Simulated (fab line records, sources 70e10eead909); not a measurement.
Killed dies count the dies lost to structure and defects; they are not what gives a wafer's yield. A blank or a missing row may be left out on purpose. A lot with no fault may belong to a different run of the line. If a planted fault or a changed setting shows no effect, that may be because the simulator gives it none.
A struck lot beside a sound one    flow nand-harc    43 out of 1302 route steps
Sound: the wafers L940.2, L940.3, L940.6. The struck wafers were L930.3, L930.4, L930.6. At the end, the cause is stated.
Per side, at each step with rows, come the tool, then ch with its chambers, and then its first start. Under that, the readings that differ: sound wafers    struck wafers    difference of the means    sigmas: that difference in standard deviations of wafers without a fault.
alike: a reading whose means differ by less than 2 such deviations, as well as words and numbers matching on both sides. not compared: withheld readings; readings where some wafer has no value; bounds like >300 that might hide an equal value; numbers whose values overlap and for which the record gives no deviation.
A row with sigmas, a row that says differs or no value, or rows on one side alone: a step with any of these is where the two part. Non-overlapping numbers with no deviation appear without sigmas and do not part them. A reading missing from all wafers of one side parts the sides only when that side holds two or more wafers.

first, 9 steps without rows for these wafers: NHARC_P_GATE_OXIDE_02 (material SiO2, target thk 37.5 nm, ox time 365 s); NHARC_P_GATE_DEHYDRATE_03 (time 120 s); NHARC_P_GATE_HMDS_04 (time 30 s); NHARC_P_GATE_COAT_05; NHARC_P_GATE_SOFTBAKE_06 (time 95 s); NHARC_P_GATE_EBR_07; NHARC_P_GATE_EXPOSE_08 (exposes mask P HV); NHARC_P_GATE_PEB_09 (peb time 85 s); NHARC_P_GATE_DEVELOP_10 (time 70 s).
NHARC_P_GATE_CD_MEAS_11: the cd target is 1640 nm.
  sound on cd-sem-03 ch 0, day 10 13:26; struck on cd-sem-01 ch 0, day 5 21:41
  alike: cd-nm
then, 2 steps without rows for these wafers: NHARC_P_GATE_HARDBAKE_12 (time 80 s); NHARC_P_GATE_DESCUM_13 (chemistry O2, time 3 s).
NHARC_P_GATE_ETCH_14: etches SiO2 in dHF, target depth 48.8 nm.
  sound on wet-bench-03 ch 1,4,6, day 10 13:43; struck on wet-bench-02 ch 1,2,6, day 5 22:01
then, 15 steps without rows for these wafers: NHARC_P_GATE_STRIP_15 (strips in SPM, time 780 s); NHARC_P_GATE_PRECLEAN_71 (cleans in SC1); NHARC_P_GATE_SRD_72; NHARC_P_GATE_OXIDE_16 (material SiO2, target thk 3 nm, ox time 392 s); NHARC_P_GATE_CVD_17 (deposits poly-Si, target thk 150 nm, time 900 s); NHARC_P_GATE_HM_DEP_102 (deposits aC, target thk 120 nm); NHARC_P_GATE_DEP_103 (deposits SiON, target thk 30 nm); NHARC_P_GATE_DEHYDRATE_18 (time 120 s); NHARC_P_GATE_HMDS_19 (time 30 s); NHARC_P_GATE_COAT_20 (resist thk 90 nm); NHARC_P_GATE_SOFTBAKE_21 (time 55 s); NHARC_P_GATE_EBR_22; NHARC_P_GATE_EXPOSE_23 (exposes mask P GATE, target cd 120 nm); NHARC_P_GATE_PEB_24 (peb time 65 s); NHARC_P_GATE_DEVELOP_25 (develop time 35 s).
NHARC_P_GATE_CD_MEAS_26: the cd target is 120 nm.
  sound on cd-sem-03 ch 0, day 11 04:46; struck on cd-sem-03 ch 0, day 6 13:03
  alike: cd-nm
NHARC_P_GATE_OVL_MEAS_27:
  sound on overlay-02 at day 11 04:50; struck on overlay-01 at day 6 13:08
  alike: overlay-x-nm, overlay-y-nm
NHARC_P_GATE_INSPECT_28:
  sound on defect-inspect-01 at day 11 04:53; struck on defect-inspect-02 at day 6 13:10
  alike: raw-defect-count
NHARC_P_GATE_DESCUM_31: chemistry O2, time 3 s.
  sound on rie-diel-03 ch 0,1, day 11 04:56; struck on rie-diel-09 ch 0,3, day 6 13:14
  alike: drypump-motor-current-A, oes-product-au, rf-vpp-V, showerhead-plenum-p-Torr, throttle-valve-pct
  not compared: rf-hours-counter-h
then, 1 step without rows for these wafers: NHARC_P_GATE_ETCH_104 (etches the open film in CF4/CHF3, target depth 60 nm).
NHARC_P_GATE_HM_OPEN_105: chemistry O2/COS, target depth 360 nm.
  sound: rie-diel-03 ch 0,1,2; struck: rie-diel-09 ch 0,2
  alike: drypump-motor-current-A, oes-product-au, rf-vpp-V, showerhead-plenum-p-Torr, throttle-valve-pct
  not compared: rf-hours-counter-h
then, 1 step without rows for these wafers: NHARC_P_GATE_STRIP_106 (strips in O2/COS).
NHARC_P_GATE_ETCH_114: etches the open film in CF4/O2, target depth 30 nm, overetch 3 nm, time 16.5 s.
  sound: rie-diel-03 ch 0,1,2; struck: rie-diel-09 ch 0,2,3
  alike: drypump-motor-current-A, oes-product-au, rf-vpp-V, showerhead-plenum-p-Torr, throttle-valve-pct
  not compared: rf-hours-counter-h
NHARC_P_GATE_ETCH_32: etches the open film in HBr/Cl2, target depth 150 nm, time 100.1 s.
  sound on rie-si-01 ch 1,3, day 11 05:25; struck on rie-si-01 ch 1,2, day 6 13:41
  alike: drypump-motor-current-A, oes-product-au, throttle-valve-pct
  not compared: rf-hours-counter-h
NHARC_P_GATE_STRIP_108: strips in O2.
  sound on rie-diel-09 ch 1,3, day 11 05:34; struck on rie-diel-09 ch 0,2, day 6 13:53
reading       sound           struck          difference  sigmas
rf-vpp-V (V)  57.1 55.6 56.5  59.1 58.4 57.8  +2.0        +2
  alike: drypump-motor-current-A, oes-product-au, showerhead-plenum-p-Torr, throttle-valve-pct
  not compared: rf-hours-counter-h
NHARC_P_GATE_CD_MEAS_33:
  sound on cd-sem-01 at day 11 05:44; struck on cd-sem-03 at day 6 14:04
  alike: cd-nm
then, 3 steps without rows for these wafers: NHARC_P_GATE_STRIP_35 (strips in SPM, time 600 s); NHARC_P_GATE_PRECLEAN_73 (cleans in SC1); NHARC_P_GATE_SRD_74.
-- break in the record here, with 19 days between the starts of the struck wafers on either side (left off in module P_GATE, picked up again in module END, where the first step shown is number 1302 on the route) --
NHARC_END_SORT_01:
  here the record holds rows for the struck wafers (prober-01 ch 0, day 26 00:43) but none for the sound ones

== WHERE THEY PART ==
At NHARC_P_GATE_STRIP_108 first; at NHARC_END_SORT_01 last (within this record only).

WHY: what the simulator had put in
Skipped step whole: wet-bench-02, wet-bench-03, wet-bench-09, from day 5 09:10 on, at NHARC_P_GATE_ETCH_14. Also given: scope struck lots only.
